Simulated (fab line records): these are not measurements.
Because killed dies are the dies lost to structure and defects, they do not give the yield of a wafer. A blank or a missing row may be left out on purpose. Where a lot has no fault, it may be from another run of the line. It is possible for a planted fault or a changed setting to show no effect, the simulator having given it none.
Matching of chambers | flow n5 finfet | N5_BEOL_M0_CO_CAP_123 on cvd co-01: 3 sister chambers
The step material Co, precursor CCTBA/H2, target thk 2 nm, time 102.1 s. 22 wafers are shown with their chamber, then 11 later ones without.

WAFERS, EACH WITH ITS CHAMBER
wafer  | chamber | heater power w (W)
L074.1 | 2       | 206
L074.3 | 0       | 201
L074.6 | 1       | 225
L081.1 | 0       | 205
L081.3 | 2       | 209
L081.4 | 0       | 201
L082.3 | 2       | 203
L082.4 | 2       | 205
L082.6 | 0       | 203
L085.2 | 2       | 200
L085.3 | 0       | 202
L085.4 | 0       | 206
L086.1 | 2       | 204
L086.5 | 0       | 209
L086.6 | 2       | 205
L089.2 | 0       | 207
L089.3 | 1       | 233
L089.6 | 2       | 202
L090.3 | 1       | 222
L090.4 | 1       | 230
L090.5 | 2       | 203
L092.1 | 1       | 229

SIGNATURES (means of the wafers above)
reading        | chamber 0 | chamber 1 | chamber 2 | scatter within a chamber
heater power w | 204.25    | 227.80    | 204.11    | 3.16
Rule: distance of a wafer from a chamber = root of the sum over the readings of ((wafer's reading minus chamber's mean) / reading's scatter) squared. If the next closest chamber is less than 2 further off than the closest, the wafer can't be placed; otherwise it belongs to the closest. The scatter: the root of (the sum of the squares of (reading less its chamber's mean) over the shown wafers, divided by (wafers less chambers)).

WAFERS MISSING THEIR CHAMBER
wafer  | heater power w (W)
L092.2 | 202
L092.6 | 228
L094.1 | 227
L094.2 | 198
L094.5 | 202
L095.2 | 225
L095.5 | 202
L095.6 | 210
L096.2 | 227
L096.4 | 206
L096.5 | 227

WHICH CHAMBER EACH WENT THROUGH
wafer  | from the rows above     | in truth
L092.2 | can't be placed: 2 or 0 | 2
L092.6 | 1                       | 1
L094.1 | 1                       | 1
L094.2 | can't be placed: 2 or 0 | 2
L094.5 | can't be placed: 2 or 0 | 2
L095.2 | 1                       | 1
L095.5 | can't be placed: 2 or 0 | 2
L095.6 | can't be placed: 0 or 2 | 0
L096.2 | 1                       | 1
L096.4 | can't be placed: 0 or 2 | 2
L096.5 | 1                       | 1
Correct placement for 5 of the 11. Cannot be placed on the basis of these rows: 6; the candidates contain the true chamber in 6. 0 placed wrongly.
